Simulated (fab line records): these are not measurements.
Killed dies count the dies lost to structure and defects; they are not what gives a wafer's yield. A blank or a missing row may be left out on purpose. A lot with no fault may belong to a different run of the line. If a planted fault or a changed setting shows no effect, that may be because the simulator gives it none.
fab line records	flow nand-harc
record lots=24	wafers=72	last-day=35
route steps=1302 shown A_CONTACT@1052 A_M0@1161
lots untouched by any fault: they come from a run of this same line in which no faults occurred
start-h: the number of hours between the record's first day and the start of the first shown wafer of the lot	wait-h: hours elapsed since this lot's preceding step	" same as the row above	L1.1+2: one row covering several wafers at once	- no value present, or no start provided	* or withheld: withheld	< > ~ a bound
route shown NAME@n: a module of which the file shows steps, and the number in the route of the first	usual: the fault-free wafers' mean and standard deviation	same: alike in all rows	chamber/n: place in a boat	sites: the reading at each site	_std_site: the values' standard deviation	_edge_site: inner sites' mean taken away from outer sites' mean	radius-mm: for every site, how far away it sits from the centre of the wafer	mask NAME#n: copy n	behind: tool/chamber where the wafer was last shaped	hold: cause of the lot's hold/its duration in hours/its outcome	device: the n, p or np transistor that did not switch	end of line: the same wafers' tests at the end of the route	a step with no rows: only its recipe	killed: count of dies lost to structure and defects at first sort (not the wafer's yield)	map: per-die view of a wafer (x killed, . not killed, _ where there is no die)
set.NAME: the run value of the setting; set.NAME@STEP: its run value at that earlier step	model.NAME: the simulator's own value behind a step, which no gauge read
steps of the route over a sample of lots; a table a step, a row a wafer
services: the hour from which a tool's chamber was out of use, counted from the record's first day as start-h (under 0 if before that day), plus the number of hours and why
## steps
# step NHARC_A_CONTACT_ETCH_129
# recipe source-w=withheld	pressure-mtorr=20	bias-v=3000	time-s=197	target-depth-a=19180	ar-flow-sccm=withheld	c4f8-flow-sccm=withheld	o2-flow-sccm=withheld	chemistry=C4F8/O2/Ar
lot.wafer	tool	chamber	start-h	wait-h	rf-hours-counter-h
L074.2	har-cap-etch-02	1	510.42	0.1	82
L074.3	"	0	"	"	-
L074.6	"	1	"	"	-
L075.1	har-cap-etch-02	1	522.26	0.1	86
L075.4	"	0	"	"	-
L075.5	"	1	"	"	-
L079.2	har-cap-etch-02	0	527.24	0.1	88
L079.1	"	1	"	"	88
L079.4	"	1	"	"	-
L077.3	har-cap-etch-01	1	527.87	0.1	-
L077.4	"	0	"	"	-
L077.6	"	1	"	"	-
L078.1	har-cap-etch-02	0	534.35	0.1	89
L078.4	"	0	"	"	-
L078.6	"	0	"	"	-
L076.1	har-cap-etch-01	1	534.84	0.1	7
L076.3	"	1	"	"	-
L076.4	"	0	"	"	-
L080.4	har-cap-etch-01	0	551.40	0.1	-
L080.5	"	0	"	"	-
L080.6	"	1	"	"	-
L082.1	har-cap-etch-01	0	565.07	0.1	13
L082.2	"	1	"	"	13
L082.4	"	1	"	"	-
L081.2	har-cap-etch-01	1	580.27	0.1	15
L081.6	"	0	"	"	-
L081.5	"	1	"	"	-
L083.2	har-cap-etch-02	0	593.31	0.1	101
L083.4	"	1	"	"	-
L083.3	"	0	"	"	-
L084.1	har-cap-etch-02	1	600.85	0.2	102
L084.3	"	0	"	"	-
L084.5	"	0	"	"	-
L086.4	har-cap-etch-03	0	607.70	0.1	-
L086.3	"	1	"	"	-
L086.5	"	1	"	"	-
L085.2	har-cap-etch-02	1	608.10	0.1	104
L085.3	"	0	"	"	-
L085.6	"	1	"	"	-
L087.2	har-cap-etch-02	1	631.67	0.2	107
L087.4	"	1	"	"	-
L087.5	"	0	"	"	-
L088.1	har-cap-etch-03	1	647.36	0.1	70
L088.4	"	0	"	"	-
L088.5	"	1	"	"	-
L089.2	har-cap-etch-01	1	648.26	0.1	26
L089.1	"	0	"	"	26
L089.3	"	0	"	"	-
L090.1	har-cap-etch-03	0	667.47	0.1	73
L090.5	"	0	"	"	-
L090.6	"	1	"	"	-
L091.4	har-cap-etch-02	1	675.20	0.2	-
L091.3	"	0	"	"	-
L091.6	"	1	"	"	-
L092.1	har-cap-etch-02	1	685.33	0.2	116
L092.3	"	1	"	"	-
L092.6	"	1	"	"	-
L094.4	har-cap-etch-03	1	693.59	0.1	-
L094.5	"	1	"	"	-
L094.6	"	0	"	"	-
L093.3	har-cap-etch-02	0	695.79	0.1	-
L093.6	"	1	"	"	-
L093.5	"	0	"	"	-
L096.2	har-cap-etch-03	0	720.59	0.2	81
L096.1	"	1	"	"	81
L096.3	"	1	"	"	-
L095.1	har-cap-etch-01	1	740.73	0.1	42
L095.2	"	0	"	"	42
L095.5	"	0	"	"	-
L097.2	har-cap-etch-02	0	754.46	0.1	127
L097.3	"	1	"	"	-
L097.5	"	0	"	"	-
# step NHARC_A_CONTACT_ETCH_130
# recipe source-w=withheld	pressure-mtorr=20	bias-v=3000	time-s=197	target-depth-a=19180	ar-flow-sccm=withheld	c4f8-flow-sccm=withheld	o2-flow-sccm=withheld	chemistry=C4F8/O2/Ar
lot.wafer	tool	chamber	start-h	wait-h	rf-hours-counter-h
L074.2	har-cap-etch-02	1	510.60	0.1	82
L074.3	"	0	"	"	-
L074.6	"	1	"	"	-
L075.1	har-cap-etch-02	1	522.43	0.1	86
L075.4	"	0	"	"	-
L075.5	"	1	"	"	-
L079.2	har-cap-etch-02	0	527.42	0.1	88
L079.1	"	1	"	"	88
L079.4	"	1	"	"	-
L077.3	har-cap-etch-01	1	528.05	0.1	-
L077.4	"	0	"	"	-
L077.6	"	1	"	"	-
L078.1	har-cap-etch-02	0	534.53	0.1	90
L078.4	"	0	"	"	-
L078.6	"	0	"	"	-
L076.1	har-cap-etch-01	1	535.02	0.1	7
L076.3	"	1	"	"	-
L076.4	"	0	"	"	-
L080.4	har-cap-etch-01	0	551.57	0.1	-
L080.5	"	0	"	"	-
L080.6	"	1	"	"	-
L082.1	har-cap-etch-01	0	565.25	0.1	13
L082.2	"	1	"	"	13
L082.4	"	1	"	"	-
L081.2	har-cap-etch-01	1	580.44	0.1	15
L081.6	"	0	"	"	-
L081.5	"	1	"	"	-
L083.2	har-cap-etch-02	0	593.49	0.1	101
L083.4	"	1	"	"	-
L083.3	"	0	"	"	-
L084.1	har-cap-etch-02	1	601.08	0.2	103
L084.3	"	0	"	"	-
L084.5	"	0	"	"	-
L086.4	har-cap-etch-03	0	607.88	0.1	-
L086.3	"	1	"	"	-
L086.5	"	1	"	"	-
L085.2	har-cap-etch-02	1	608.27	0.1	104
L085.3	"	0	"	"	-
L085.6	"	1	"	"	-
L087.2	har-cap-etch-02	1	631.90	0.2	107
L087.4	"	1	"	"	-
L087.5	"	0	"	"	-
L088.1	har-cap-etch-03	1	647.53	0.1	70
L088.4	"	0	"	"	-
L088.5	"	1	"	"	-
L089.2	har-cap-etch-01	1	648.43	0.1	27
L089.1	"	0	"	"	27
L089.3	"	0	"	"	-
L090.1	har-cap-etch-03	0	667.64	0.1	73
L090.5	"	0	"	"	-
L090.6	"	1	"	"	-
L091.4	har-cap-etch-02	1	675.44	0.2	-
L091.3	"	0	"	"	-
L091.6	"	1	"	"	-
L092.1	har-cap-etch-02	1	685.57	0.2	116
L092.3	"	1	"	"	-
L092.6	"	1	"	"	-
L094.4	har-cap-etch-03	1	693.77	0.1	-
L094.5	"	1	"	"	-
L094.6	"	0	"	"	-
L093.3	har-cap-etch-02	0	695.96	0.1	-
L093.6	"	1	"	"	-
L093.5	"	0	"	"	-
L096.2	har-cap-etch-03	0	720.83	0.2	82
L096.1	"	1	"	"	82
L096.3	"	1	"	"	-
L095.1	har-cap-etch-01	1	740.91	0.1	43
L095.2	"	0	"	"	43
L095.5	"	0	"	"	-
L097.2	har-cap-etch-02	0	754.64	0.1	127
L097.3	"	1	"	"	-
L097.5	"	0	"	"	-
# step NHARC_A_CONTACT_ETCH_91
# recipe target-depth-a=400	over-etch-frac=0.5	time-s=85.7	ion-energy-ev=120	ch3f-flow-sccm=50	o2-flow-sccm=30	ar-flow-sccm=200	rf-w=500	bias-w=100	chemistry=CH3F/O2
# usual drypump-motor-current-A=5.8/0.49	oes-product-au=0.939/0.026	rf-vpp-V=244.2/1.5	showerhead-plenum-p-Torr=2.45/0.087	throttle-valve-pct=20.663/0.0095
lot.wafer	tool	chamber	start-h	wait-h	drypump-motor-current-A	oes-product-au	rf-hours-counter-h	rf-vpp-V	showerhead-plenum-p-Torr	throttle-valve-pct
L074.3	rie-diel-07	3	511.92	0.5	6.1	0.928	8	244.0	2.36	20.664
L074.2	"	2	"	"	5.9	0.924	8	244.1	2.42	20.670
L074.6	"	0	"	"	6.5	0.919	-	246.2	2.58	20.664
L075.4	rie-diel-04	0	523.76	0.5	4.6	0.922	54	245.9	2.61	20.663
L075.1	"	2	"	"	5.8	0.931	55	244.5	2.38	20.664
L075.5	"	3	"	"	6.2	0.922	-	246.1	2.49	20.657
L079.1	rie-diel-01	1	528.75	0.7	5.3	0.930	29	245.3	2.50	20.673
L079.2	"	2	"	"	5.8	0.947	27	246.5	2.55	20.686
L079.4	"	3	"	"	5.5	0.935	26	243.5	2.34	20.661
L077.3	rie-diel-01	2	529.31	0.6	5.9	0.942	27	246.3	2.55	20.681
L077.4	"	1	"	"	5.3	0.932	29	243.7	2.50	20.659
L077.6	"	3	"	"	5.5	0.928	-	242.1	2.34	20.657
L078.1	rie-diel-01	3	535.88	0.7	5.5	0.935	28	242.6	2.34	20.664
L078.6	"	0	"	"	6.5	0.915	-	244.1	2.45	20.663
L078.4	"	1	"	"	5.2	0.934	-	243.6	2.50	20.653
L076.3	rie-diel-01	3	536.53	0.8	5.5	1.014	29	242.5	2.33	20.671
L076.1	"	0	"	"	6.5	1.005	32	243.9	2.44	20.659
L076.4	"	0	"	"	6.5	1.005	-	244.6	2.45	20.666
L080.4	rie-diel-07	3	552.87	0.6	6.1	0.926	22	243.3	2.35	20.670
L080.5	"	0	"	"	6.5	0.924	-	245.9	2.58	20.656
L080.6	"	1	"	"	5.7	0.918	-	244.5	2.39	20.669
L082.2	rie-diel-04	1	566.58	0.7	4.9	0.926	6	242.8	2.29	20.667
L082.4	"	2	"	"	5.8	0.916	6	243.6	2.38	20.678
L082.1	"	3	"	"	6.2	0.915	7	243.9	2.49	20.666
L081.2	rie-diel-01	1	581.74	0.7	5.3	0.926	1	246.5	2.49	20.653
L081.5	"	0	"	"	6.5	0.926	-	244.1	2.44	20.668
L081.6	"	1	"	"	5.3	0.924	-	245.3	2.49	20.675
L083.3	rie-diel-01	1	594.78	0.5	5.3	0.924	2	244.6	2.49	20.666
L083.4	"	2	"	"	5.9	0.931	3	245.8	2.55	20.667
L083.2	"	3	"	"	5.5	0.929	3	242.7	2.33	20.669
L084.3	rie-diel-01	1	602.68	0.6	5.3	0.931	4	244.4	2.49	20.652
L084.1	"	0	"	"	6.5	0.922	5	244.0	2.44	20.669
L084.5	"	1	"	"	5.3	0.920	-	244.3	2.49	20.658
L086.4	rie-diel-04	2	609.14	0.6	5.7	1.006	25	244.9	2.37	20.665
L086.3	"	1	"	"	4.9	1.008	25	242.2	2.28	20.667
L086.5	"	2	"	"	5.8	1.005	-	243.6	2.37	20.640
L085.3	rie-diel-01	2	609.62	0.5	5.8	0.938	6	245.7	2.54	20.662
L085.2	"	3	"	"	5.5	0.928	7	241.6	2.33	20.661
L085.6	"	3	"	"	5.5	0.931	-	242.5	2.33	20.671
L087.4	rie-diel-07	0	633.36	0.6	6.5	0.927	45	244.8	2.57	20.662
L087.2	"	1	"	"	5.7	0.940	44	243.8	2.38	20.678
L087.5	"	2	"	"	5.9	0.925	-	243.9	2.40	20.669
L088.4	rie-diel-01	2	648.85	0.6	5.8	0.941	12	245.3	2.54	20.667
L088.1	"	3	"	"	5.5	0.939	12	242.7	2.33	20.650
L088.5	"	0	"	"	6.5	0.952	-	244.8	2.44	20.655
L089.3	rie-diel-01	2	649.76	0.5	5.9	1.007	12	246.7	2.54	20.678
L089.2	"	3	"	"	5.5	1.016	12	241.3	2.33	20.659
L089.1	"	0	"	"	6.5	1.001	13	242.6	2.44	20.665
L090.1	rie-diel-01	2	668.96	0.7	5.9	0.924	15	245.9	2.54	20.680
L090.6	"	2	"	"	5.9	0.930	-	245.6	2.54	20.652
L090.5	"	3	"	"	5.5	0.918	-	241.1	2.33	20.662
L091.4	rie-diel-01	2	677.00	0.6	5.9	0.933	16	245.8	2.54	20.679
L091.3	"	1	"	"	5.3	0.919	11	244.0	2.49	20.648
L091.6	"	3	"	"	5.5	0.929	-	241.6	2.33	20.660
L092.1	rie-diel-07	1	687.20	0.8	5.7	0.922	11	243.9	2.37	20.687
L092.3	"	2	"	"	5.9	0.913	12	244.2	2.40	20.685
L092.6	"	3	"	"	6.2	0.935	-	242.9	2.33	20.668
L094.4	rie-diel-01	2	695.02	0.6	5.8	0.938	20	245.5	2.54	20.654
L094.5	"	2	"	"	5.9	0.940	-	244.7	2.54	20.659
L094.6	"	3	"	"	5.5	0.950	-	240.9	2.32	20.651
L093.3	rie-diel-01	3	697.25	0.6	5.5	0.933	23	243.0	2.32	20.657
L093.6	"	0	"	"	6.5	0.938	-	243.2	2.43	20.652
L093.5	"	1	"	"	5.3	0.928	-	243.7	2.49	20.664
L096.3	rie-diel-01	2	722.14	0.5	5.9	0.927	22	246.9	2.54	20.658
L096.1	"	3	"	"	5.5	0.938	25	244.4	2.32	20.670
L096.2	"	1	"	"	5.2	0.928	17	245.0	2.49	20.671
L095.1	rie-diel-07	0	742.23	0.7	6.5	0.935	26	245.9	2.56	20.663
L095.2	"	1	"	"	5.7	0.924	29	243.1	2.37	20.662
L095.5	"	0	"	"	6.5	0.928	-	245.8	2.56	20.670
L097.3	rie-diel-01	2	755.97	0.5	5.8	0.949	1	244.5	2.54	20.658
L097.2	"	3	"	"	5.5	0.938	2	243.4	2.32	20.673
L097.5	"	1	"	"	5.2	0.931	-	246.4	2.48	20.666
# step NHARC_A_CONTACT_DESCUM_13
# recipe time-s=3	o2-flow-sccm=200	ar-flow-sccm=0	bias-power-w=0	chemistry=O2
# usual drypump-motor-current-A=5.8/0.5	oes-product-au=1.003/0.008	rf-vpp-V=57.6/0.92	showerhead-plenum-p-Torr=1.90/0.072	throttle-valve-pct=11.311/0.0091
lot.wafer	tool	chamber	start-h	wait-h	drypump-motor-current-A	oes-product-au	rf-hours-counter-h	rf-vpp-V	showerhead-plenum-p-Torr	throttle-valve-pct
L074.3	rie-diel-01	1	517.05	0.1	5.3	1.004	26	58.6	1.95	11.299
L074.2	"	0	"	"	6.5	0.993	25	56.9	1.90	11.310
L074.6	"	2	"	"	5.8	1.006	-	58.1	1.99	11.319
L075.1	rie-diel-01	3	527.60	0.1	5.5	1.000	25	58.2	1.81	11.315
L075.4	"	0	"	"	6.5	1.005	28	57.8	1.90	11.309
L075.5	"	2	"	"	5.9	1.003	-	56.9	1.99	11.322
L079.2	rie-diel-01	0	534.04	0.1	6.5	0.998	30	56.7	1.90	11.321
L079.1	"	1	"	"	5.3	1.002	30	58.8	1.94	11.322
L079.4	"	1	"	"	5.3	1.004	-	56.6	1.94	11.316
L077.3	rie-diel-01	3	535.27	0.1	5.5	1.012	28	57.8	1.81	11.325
L077.6	"	3	"	"	5.5	1.015	-	58.3	1.81	11.319
L077.4	"	0	"	"	6.5	1.004	-	56.6	1.90	11.315
L078.4	rie-diel-01	1	542.00	0.1	5.3	1.009	34	56.6	1.94	11.301
L078.1	"	2	"	"	5.8	1.012	27	57.1	1.99	11.327
L078.6	"	1	"	"	5.3	1.001	-	57.8	1.94	11.298
L076.3	rie-diel-07	3	542.16	0.1	6.1	0.990	21	58.1	1.83	11.308
L076.1	"	0	"	"	6.5	1.000	19	57.2	2.01	11.298
L076.4	"	1	"	"	5.7	0.997	16	56.1	1.86	11.299
L080.4	rie-diel-04	3	557.36	0.1	6.1	0.998	4	58.7	1.94	11.297
L080.6	"	2	"	"	5.8	0.996	-	57.5	1.85	11.313
L080.5	"	3	"	"	6.2	1.000	-	57.7	1.94	11.315
L082.4	rie-diel-01	0	570.63	0.1	6.5	1.001	0	58.6	1.90	11.319
L082.2	"	1	"	"	5.2	0.991	0	58.3	1.94	11.311
L082.1	"	2	"	"	5.9	1.017	0	57.7	1.98	11.295
L081.2	rie-diel-07	1	587.20	0.1	5.7	0.998	27	57.9	1.86	11.313
L081.5	"	0	"	"	6.5	1.015	-	57.5	2.01	11.323
L081.6	"	1	"	"	5.7	1.001	-	58.2	1.86	11.296
L083.2	rie-diel-04	3	599.82	0.1	6.1	1.000	20	57.2	1.93	11.297
L083.4	"	0	"	"	4.6	1.001	17	58.8	2.03	11.317
L083.3	"	1	"	"	4.9	1.000	18	57.3	1.77	11.310
L084.3	rie-diel-01	2	606.67	0.1	5.9	1.013	6	58.2	1.98	11.321
L084.1	"	3	"	"	5.5	1.002	6	57.3	1.81	11.306
L084.5	"	3	"	"	5.5	1.008	-	55.1	1.81	11.313
L086.4	rie-diel-04	3	615.09	0.1	6.2	0.996	26	58.6	1.93	11.315
L086.3	"	0	"	"	4.6	1.009	26	58.1	2.03	11.319
L086.5	"	2	"	"	5.8	1.005	-	59.6	1.84	11.294
L085.2	rie-diel-04	1	616.93	0.1	4.9	1.010	27	57.1	1.77	11.312
L085.3	"	2	"	"	5.7	1.005	27	58.1	1.84	11.293
L085.6	"	2	"	"	5.8	0.994	-	59.1	1.84	11.333
L087.4	rie-diel-07	0	640.18	0.1	6.5	1.001	46	58.5	2.00	11.310
L087.2	"	1	"	"	5.7	0.996	45	57.2	1.85	11.317
L087.5	"	0	"	"	6.5	0.996	-	57.8	2.00	11.305
L088.1	rie-diel-01	0	652.68	0.1	6.5	1.013	13	58.2	1.90	11.314
L088.4	"	2	"	"	5.8	1.009	12	57.0	1.98	11.288
L088.5	"	0	"	"	6.5	1.010	-	56.2	1.90	11.305
L089.3	rie-diel-01	1	653.66	0.1	5.3	1.002	8	58.0	1.94	11.304
L089.2	"	3	"	"	5.5	1.007	13	56.3	1.81	11.325
L089.1	"	0	"	"	6.5	1.006	13	58.7	1.90	11.311
L090.1	rie-diel-07	2	672.77	0.1	5.9	0.984	5	55.1	1.87	11.323
L090.6	"	0	"	"	6.5	0.996	-	58.6	2.00	11.293
L090.5	"	1	"	"	5.7	0.991	-	57.6	1.85	11.312
L091.4	rie-diel-01	1	685.53	0.1	5.2	1.010	12	56.7	1.94	11.314
L091.3	"	0	"	"	6.5	1.011	20	57.9	1.90	11.304
L091.6	"	2	"	"	5.8	1.016	-	57.8	1.98	11.318
L092.1	rie-diel-01	1	694.86	0.1	5.2	0.995	14	56.7	1.94	11.316
L092.3	"	3	"	"	5.5	1.007	22	56.2	1.81	11.305
L092.6	"	1	"	"	5.3	0.999	-	59.0	1.94	11.309
L094.4	rie-diel-01	0	700.97	0.1	6.5	0.995	23	59.4	1.89	11.316
L094.5	"	3	"	"	5.5	1.003	-	57.7	1.81	11.299
L094.6	"	0	"	"	6.5	0.995	-	55.8	1.89	11.310
L093.3	rie-diel-07	2	702.66	0.1	5.9	0.991	17	56.7	1.86	11.309
L093.5	"	2	"	"	5.9	0.996	-	55.1	1.86	11.306
L093.6	"	3	"	"	6.1	1.006	-	56.3	1.81	11.303
L096.3	rie-diel-01	3	725.86	0.1	5.5	1.003	25	57.0	1.80	11.308
L096.1	"	0	"	"	6.5	1.011	24	58.5	1.89	11.320
L096.2	"	1	"	"	5.3	1.002	18	57.6	1.94	11.323
L095.1	rie-diel-04	0	753.56	0.1	4.6	1.000	13	58.3	2.01	11.303
L095.2	"	2	"	"	5.8	0.985	11	58.4	1.83	11.303
L095.5	"	3	"	"	6.2	0.988	-	57.4	1.92	11.312
L097.2	rie-diel-07	1	765.66	0.1	5.7	1.003	36	57.8	1.84	11.315
L097.3	"	2	"	"	5.9	0.989	38	56.7	1.86	11.305
L097.5	"	3	"	"	6.1	0.999	-	57.2	1.80	11.307
# step NHARC_A_CONTACT_CVD_19
# recipe target-thk-a=3000	temp-c=300	pressure-torr=40	wf6-flow-sccm=40	h2-flow-sccm=1600	ar-flow-sccm=1560	time-s=802	material=W
# usual heater-power-outer-w=261/18	heater-power-w=483/18	throttle-valve-pct=7.91/0.17
lot.wafer	tool	chamber	start-h	wait-h	heater-power-outer-w	heater-power-w	throttle-valve-pct
L074.2	cvd-w-01	0	-	-	230	479	7.94
L074.3	"	0	"	"	235	490	7.77
L074.6	"	0	"	"	243	502	7.99
L075.1	cvd-w-02	0	-	-	261	484	7.75
L075.4	"	0	"	"	259	478	7.92
L075.5	"	0	"	"	256	481	7.59
L079.2	cvd-w-01	1	-	-	295	518	7.88
L079.1	"	0	"	"	238	496	8.07
L079.4	"	0	"	"	244	491	8.05
L077.3	cvd-w-02	0	-	-	268	487	7.91
L077.4	"	1	"	"	254	457	8.00
L077.6	"	0	"	"	264	474	7.76
L076.1	cvd-w-01	1	-	-	300	516	7.95
L076.3	"	1	"	"	296	514	7.92
L076.4	"	0	"	"	236	498	8.08
L078.1	cvd-w-02	0	-	-	263	491	7.84
L078.4	"	1	"	"	256	467	8.11
L078.6	"	1	"	"	254	464	7.68
L080.4	cvd-w-01	0	-	-	234	494	7.71
L080.5	"	0	"	"	233	489	7.98
L080.6	"	1	"	"	282	504	7.66
L082.2	cvd-w-01	0	-	-	237	496	7.99
L082.1	"	1	"	"	294	501	8.16
L082.4	"	0	"	"	235	469	7.79
L081.2	cvd-w-02	0	-	-	261	477	8.05
L081.6	"	1	"	"	248	469	7.99
L081.5	"	0	"	"	265	500	7.94
L083.2	cvd-w-01	0	-	-	237	489	7.71
L083.4	"	0	"	"	232	496	8.03
L083.3	"	1	"	"	282	501	8.13
L084.1	cvd-w-02	0	-	-	264	481	8.04
L084.3	"	0	"	"	264	479	7.76
L084.5	"	0	"	"	264	489	7.95
L086.3	cvd-w-02	1	-	-	258	467	8.30
L086.4	"	1	"	"	258	466	7.81
L086.5	"	1	"	"	258	471	8.11
L085.2	cvd-w-01	0	-	-	238	482	7.97
L085.3	"	0	"	"	231	486	8.08
L085.6	"	1	"	"	291	498	7.91
L087.2	cvd-w-02	1	-	-	271	473	8.07
L087.4	"	1	"	"	269	481	7.97
L087.5	"	1	"	"	268	483	7.89
L088.1	cvd-w-02	0	-	-	251	445	7.87
L088.4	"	1	"	"	271	477	7.80
L088.5	"	1	"	"	267	476	7.74
L089.1	cvd-w-01	1	-	-	288	502	7.99
L089.2	"	0	"	"	240	500	7.73
L089.3	"	1	"	"	293	499	8.19
L090.1	cvd-w-02	1	-	-	269	473	7.90
L090.6	"	1	"	"	265	475	7.86
L090.5	"	0	"	"	248	450	7.95
L091.4	cvd-w-02	1	-	-	268	478	7.84
L091.3	"	0	"	"	252	466	7.79
L091.6	"	1	"	"	261	484	8.21
L092.1	cvd-w-02	1	-	-	272	481	7.89
L092.3	"	0	"	"	251	464	7.68
L092.6	"	1	"	"	267	462	8.17
L094.4	cvd-w-01	0	-	-	241	500	8.08
L094.6	"	0	"	"	235	506	7.97
L094.5	"	1	"	"	291	505	8.03
L093.3	cvd-w-02	0	-	-	255	454	7.50
L093.5	"	0	"	"	248	471	7.85
L093.6	"	1	"	"	259	475	7.97
L096.1	cvd-w-02	1	-	-	261	478	7.87
L096.2	"	0	"	"	248	462	8.02
L096.3	"	0	"	"	251	465	7.82
L095.2	cvd-w-01	0	-	-	245	494	7.82
L095.1	"	1	"	"	291	517	7.76
L095.5	"	0	"	"	238	490	7.54
L097.2	cvd-w-02	1	-	-	263	465	8.01
L097.3	"	0	"	"	251	462	7.84
L097.5	"	0	"	"	255	465	7.69
# step NHARC_A_M0_ANNEAL_30
# recipe temp-c=225	time-s=90
# usual anneal-temp-c-max=225.8/0.36	wafer_temp_C_max=226.3/0.33
lot.wafer	tool	chamber	start-h	wait-h	anneal-temp-c-max	wafer_temp_C_max
L074.2	rtp-anneal-02	0	529.21	-	225.5	226.2
L074.3	"	0	"	"	225.4	226.3
L074.6	"	0	"	"	225.5	226.2
L075.1	rtp-anneal-01	0	540.32	0.3	226.2	226.2
L075.4	"	0	"	"	225.9	226.4
L075.5	"	0	"	"	226.4	225.8
L079.1	rtp-anneal-01	0	546.77	-	226.3	226.3
L079.2	"	0	"	"	225.9	226.2
L079.4	"	0	"	"	226.0	226.1
L077.3	rtp-anneal-02	0	549.45	-	225.4	226.6
L077.4	"	0	"	"	225.5	226.4
L077.6	"	0	"	"	225.4	226.6
L076.1	rtp-anneal-01	0	554.41	0.3	226.1	226.6
L076.3	"	0	"	"	226.7	225.9
L076.4	"	0	"	"	226.4	226.1
L078.1	rtp-anneal-02	0	554.87	-	225.2	226.0
L078.4	"	0	"	"	225.4	226.4
L078.6	"	0	"	"	225.3	226.5
L080.4	rtp-anneal-01	0	569.48	-	225.7	225.9
L080.5	"	0	"	"	225.5	226.0
L080.6	"	0	"	"	226.1	226.3
L082.1	rtp-anneal-02	0	582.66	0.3	225.9	226.5
L082.2	"	0	"	"	226.1	226.8
L082.4	"	0	"	"	225.7	226.5
L081.2	rtp-anneal-02	0	599.31	-	225.4	225.9
L081.5	"	0	"	"	225.5	226.6
L081.6	"	0	"	"	225.7	226.8
L083.2	rtp-anneal-01	0	615.66	-	225.7	226.4
L083.3	"	0	"	"	225.9	226.2
L083.4	"	0	"	"	226.5	225.9
L084.1	rtp-anneal-02	0	619.21	-	225.7	226.1
L084.3	"	0	"	"	225.7	226.3
L084.5	"	0	"	"	225.4	226.2
L086.3	rtp-anneal-02	0	628.11	-	225.3	226.4
L086.4	"	0	"	"	225.7	226.9
L086.5	"	0	"	"	225.9	226.6
L085.2	rtp-anneal-02	0	629.69	0.3	225.5	226.0
L085.3	"	0	"	"	225.3	226.2
L085.6	"	0	"	"	225.6	226.3
L087.2	rtp-anneal-01	0	652.91	-	226.1	225.9
L087.4	"	0	"	"	225.8	225.9
L087.5	"	0	"	"	226.2	225.6
L088.1	rtp-anneal-01	0	664.74	0.3	226.2	227.0
L088.4	"	0	"	"	226.9	225.8
L088.5	"	0	"	"	226.4	226.4
L089.1	rtp-anneal-02	0	665.66	0.3	225.5	226.5
L089.2	"	0	"	"	225.7	226.3
L089.3	"	0	"	"	225.3	226.0
L090.1	rtp-anneal-02	0	684.56	0.3	225.6	225.8
L090.5	"	0	"	"	225.4	226.4
L090.6	"	0	"	"	225.9	226.3
L091.3	rtp-anneal-01	0	697.86	-	226.2	225.8
L091.4	"	0	"	"	226.0	226.3
L091.6	"	0	"	"	225.8	225.8
L092.1	rtp-anneal-02	0	707.22	-	225.8	226.8
L092.3	"	0	"	"	225.7	226.2
L092.6	"	0	"	"	225.6	226.0
L094.4	rtp-anneal-02	0	713.46	-	225.6	226.5
L094.5	"	0	"	"	225.8	226.3
L094.6	"	0	"	"	225.6	226.4
L093.3	rtp-anneal-01	0	715.10	0.3	226.2	226.5
L093.5	"	0	"	"	226.1	226.3
L093.6	"	0	"	"	225.9	226.3
L096.1	rtp-anneal-02	0	737.84	-	225.5	226.5
L096.2	"	0	"	"	225.7	226.7
L096.3	"	0	"	"	225.3	226.6
L095.1	rtp-anneal-02	0	765.49	-	226.0	226.1
L095.2	"	0	"	"	225.6	226.9
L095.5	"	0	"	"	225.6	226.3
L097.2	rtp-anneal-02	0	778.68	-	225.7	226.9
L097.3	"	0	"	"	225.4	226.5
L097.5	"	0	"	"	225.2	226.6
## services
tool	chamber	start-h	hours	kind
rie-diel-04	0	488.14	4.4	repair
rie-diel-04	1	492.65	4.0	repair
har-cap-etch-01	-	497.00	17.0	pm
cvd-w-01	0	528.53	10.4	repair
rie-diel-04	-	532.41	9.0	pm
cvd-w-01	-	547.25	13.0	pm
rie-diel-07	-	550.42	0.9	repair
rie-diel-01	-	558.11	9.0	pm
rie-diel-07	0	562.55	12.0	repair
rie-diel-01	3	601.55	3.7	repair
rie-diel-01	1	604.61	18.3	repair
cvd-w-02	-	631.00	13.0	pm
rie-diel-07	-	648.23	9.0	pm
rie-diel-04	1	655.38	4.3	repair
cvd-w-01	0	663.87	12.2	repair
rie-diel-04	2	669.20	17.9	repair
cvd-w-01	0	688.15	7.4	repair
cvd-w-01	-	728.25	13.0	pm
rie-diel-01	-	735.11	9.0	pm
rtp-anneal-02	-	744.00	12.0	pm
rie-diel-01	-	753.80	0.9	repair
har-cap-etch-02	-	755.60	17.0	pm
rie-diel-07	0	759.73	21.2	repair
cvd-w-02	1	776.67	2.4	repair
## key
fault none
